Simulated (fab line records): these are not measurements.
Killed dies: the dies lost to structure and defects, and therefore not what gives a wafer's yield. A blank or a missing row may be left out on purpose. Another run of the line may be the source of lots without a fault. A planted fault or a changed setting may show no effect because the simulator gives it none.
The tool behind it: which one? | flow nand harc | 39 wafers from 13 lots sampled at 6 of the route's 1302 steps

WHAT THE GAUGES SHOWED, per wafer
NHARC_P_GATE_CD_MEAS_33.
lot  | measured     | on        | cd nm (nm)
L272 | day 5 13:23  | cd sem-03 | 116.5 117.8 118.4
L273 | day 5 21:28  | cd sem-03 | 120.4 123.0 118.1
L275 | day 6 17:14  | cd sem-02 | 118.0 121.4 122.3
L277 | day 7 12:24  | cd sem-02 | 121.6 120.6 120.5
L276 | day 7 12:38  | cd sem-03 | 121.6 114.9 118.8
L279 | day 9 02:19  | cd sem-03 | 118.2 119.9 119.2
L280 | day 9 12:45  | cd sem-03 | 121.4 117.7 121.3
L284 | day 10 08:35 | cd sem-01 | 120.2 118.1 120.2
L290 | day 12 23:22 | cd sem-02 | 121.6 123.8 120.6
L291 | day 13 06:36 | cd sem-01 | 118.2 117.4 120.1
L292 | day 13 18:07 | cd sem-01 | 119.7 118.4 118.7
L293 | day 14 13:14 | cd sem-01 | 115.9 117.0 116.8
L294 | day 14 16:41 | cd sem-03 | 119.3 119.7 122.1

NHARC_P_GATE_INSPECT_68.
lot  | measured     | on                | raw defect count
L272 | day 6 06:52  | defect inspect-02 | 226 248 286
L273 | day 6 14:47  | defect inspect-01 | 160 130 158
L275 | day 7 10:55  | defect inspect-02 | 174 225 217
L277 | day 8 06:02  | defect inspect-01 | 213 100 124
L276 | day 8 06:49  | defect inspect-02 | 572 224 187
L279 | day 9 19:50  | defect inspect-01 | 225 201 238
L280 | day 10 05:55 | defect inspect-01 | 1294 1372 1252
L284 | day 11 01:56 | defect inspect-01 | 1187 1099 1128
L290 | day 13 16:49 | defect inspect-02 | 119 183 161
L291 | day 14 00:20 | defect inspect-02 | 411 148 210
L292 | day 14 11:30 | defect inspect-02 | 145 221 133
L293 | day 15 06:39 | defect inspect-02 | 375 220 190
L294 | day 15 12:29 | defect inspect-02 | 85 173 140

NHARC_END_SORT_01.
lot  | measured     | on        | killed at array | killed at other | killed at periphery | killed dies | killed open | killed short
L280 | day 29 18:06 | prober-02 | 63 59 50        | 1 3 0           | 79 63 87            | 143 125 137 | 3 2 1       | 1 1 0
L284 | day 29 10:20 | prober-02 | 37 46 50        | 0 1 0           | 77 90 67            | 114 137 117 | 2 3 5       | 3 3 4

TOOL THAT RAN EACH LOT (tool first, then ch and the chambers of the sampled wafers, then the start)
lot  | NHARC_P_GATE_STRIP_108             | NHARC_P_GATE_DEGAS_109       | NHARC_P_GATE_SPUTTER_78
L272 | rie diel-07 ch 0,1, day 5 13:12    | pvd sputter-02, day 6 05:55  | pvd sputter-02, day 6 06:00
L273 | rie diel-04 ch 2,3, day 5 21:17    | pvd sputter-03, day 6 13:51  | pvd sputter-03, day 6 13:57
L275 | rie diel-07 ch 0,2,3, day 6 17:04  | pvd sputter-01, day 7 09:47  | pvd sputter-01, day 7 09:53
L277 | rie diel-04 ch 1,3, day 7 12:14    | pvd sputter-02, day 8 05:04  | pvd sputter-02, day 8 05:10
L276 | rie diel-12 ch 2,3, day 7 12:28    | pvd sputter-03, day 8 05:52  | pvd sputter-03, day 8 05:58
L279 | rie diel-07 ch 1,3, day 9 02:08    | pvd sputter-03, day 9 18:52  | pvd sputter-03, day 9 18:58
L280 | rie diel-04 ch 0,2,3, day 9 12:33  | pvd sputter-03, day 10 04:56 | pvd sputter-03, day 10 05:04
L284 | rie diel-04 ch 0,2, day 10 08:25   | pvd sputter-03, day 11 00:59 | pvd sputter-03, day 11 01:05
L290 | rie diel-04 ch 0,2,3, day 12 23:11 | pvd sputter-01, day 13 15:52 | pvd sputter-01, day 13 15:58
L291 | rie diel-04 ch 1,2,3, day 13 06:25 | pvd sputter-02, day 13 23:23 | pvd sputter-02, day 13 23:29
L292 | rie diel-04 ch 0,2, day 13 17:56   | pvd sputter-02, day 14 10:32 | pvd sputter-02, day 14 10:39
L293 | rie diel-12 ch 1,2, day 14 13:04   | pvd sputter-01, day 15 05:42 | pvd sputter-01, day 15 05:48
L294 | rie diel-04 ch 2,3, day 14 16:29   | pvd sputter-01, day 15 11:31 | pvd sputter-01, day 15 11:38
- NHARC_P_GATE_STRIP_108: strips in O2.
- NHARC_P_GATE_DEGAS_109: time 60 s.
- NHARC_P_GATE_SPUTTER_78: material Ni, target thk 10 nm.

AS READ BY THE TOOLS THEMSELVES (means over the sampled wafers that have a number; for cases with no such wafer, the mark the record gives instead)
NHARC_P_GATE_STRIP_108.
lot  | tool        | drypump motor current A (A) | o2 flow sccm (sccm) | oes product au (a.u.) | rf vpp V (V) | showerhead plenum p Torr (Torr) | throttle valve pct (%)
L272 | rie diel-07 | 5.57                        | 500.2               | 1.006                 | 57.6         | 3.42                            | 17.034
L273 | rie diel-04 | 5.62                        | 501.5               | 1.007                 | 58.2         | 3.55                            | 17.034
L275 | rie diel-07 | 5.75                        | 499.0               | 0.992                 | 57.5         | 3.42                            | 17.036
L277 | rie diel-04 | 5.65                        | 498.6               | 0.996                 | 57.5         | 3.60                            | 17.035
L276 | rie diel-12 | 5.57                        | 501.2               | 1.005                 | 57.3         | 3.39                            | 17.035
L279 | rie diel-07 | 5.69                        | 499.2               | 1.000                 | 56.6         | 3.40                            | 17.040
L280 | rie diel-04 | 5.76                        | 499.9               | 1.011                 | 58.6         | 3.62                            | 17.032
L284 | rie diel-04 | 5.62                        | 498.6               | 1.016                 | 57.5         | 3.66                            | 17.046
L290 | rie diel-04 | 5.76                        | 499.2               | 1.001                 | 58.3         | 3.62                            | 17.040
L291 | rie diel-04 | 5.59                        | 500.5               | 1.000                 | 58.5         | 3.59                            | 17.033
L292 | rie diel-04 | 5.88                        | 498.8               | 1.006                 | 57.9         | 3.69                            | 17.036
L293 | rie diel-12 | 5.78                        | 500.5               | 1.000                 | 58.0         | 3.34                            | 17.034
L294 | rie diel-04 | 5.50                        | 500.6               | 1.014                 | 57.1         | 3.58                            | 17.039

NHARC_P_GATE_DEGAS_109.
lot  | tool           | heater power w (W)
L272 | pvd sputter-02 | 496
L273 | pvd sputter-03 | 438
L275 | pvd sputter-01 | 509
L277 | pvd sputter-02 | 530
L276 | pvd sputter-03 | 435
L279 | pvd sputter-03 | 464
L280 | pvd sputter-03 | 441
L284 | pvd sputter-03 | 441
L290 | pvd sputter-01 | 478
L291 | pvd sputter-02 | 496
L292 | pvd sputter-02 | 503
L293 | pvd sputter-01 | 480
L294 | pvd sputter-01 | 470

THE ANSWER, worked out from the rows above alone
Rule: the lots themselves supply what counts as usual. Put in order of their means at a reading, lots are off if they are a third of the lots or fewer, leave a main group of 4 or more, and stand apart from it by a gap of 3 or more times the standard deviation of the main group's means; of several such gaps the widest counts. A main group is skipped when, at the precision printed for the reading in the tables above, its means are all equal. Also off: a lot with no number at a reading for which 4 or more lots have one. Where the step has rows for the other lots, those lots are counted as sound. First the gauges in route order, then the tools' own readings, where a lot's mean is used as printed above. The first step at which some lot is off is used, and at that step the reading that is off furthest; a lot without a number counts as furthest.
Off at NHARC_P_GATE_INSPECT_68 (raw defect count): L280, L284. For the main group the mean is 207 and the standard deviation 60.
If a tool, at a process step before that reading, ran all the lots that are off and no sound lot after the first of them, it fits. Those tools and the gauges at NHARC_P_GATE_INSPECT_68 are tried in the same way. 2 tools fit, pvd sputter-03 at NHARC_P_GATE_DEGAS_109 and NHARC_P_GATE_SPUTTER_78 and defect inspect-01 at NHARC_P_GATE_INSPECT_68, so this cannot tell which one it is.

WHAT THE SIMULATOR PUT IN
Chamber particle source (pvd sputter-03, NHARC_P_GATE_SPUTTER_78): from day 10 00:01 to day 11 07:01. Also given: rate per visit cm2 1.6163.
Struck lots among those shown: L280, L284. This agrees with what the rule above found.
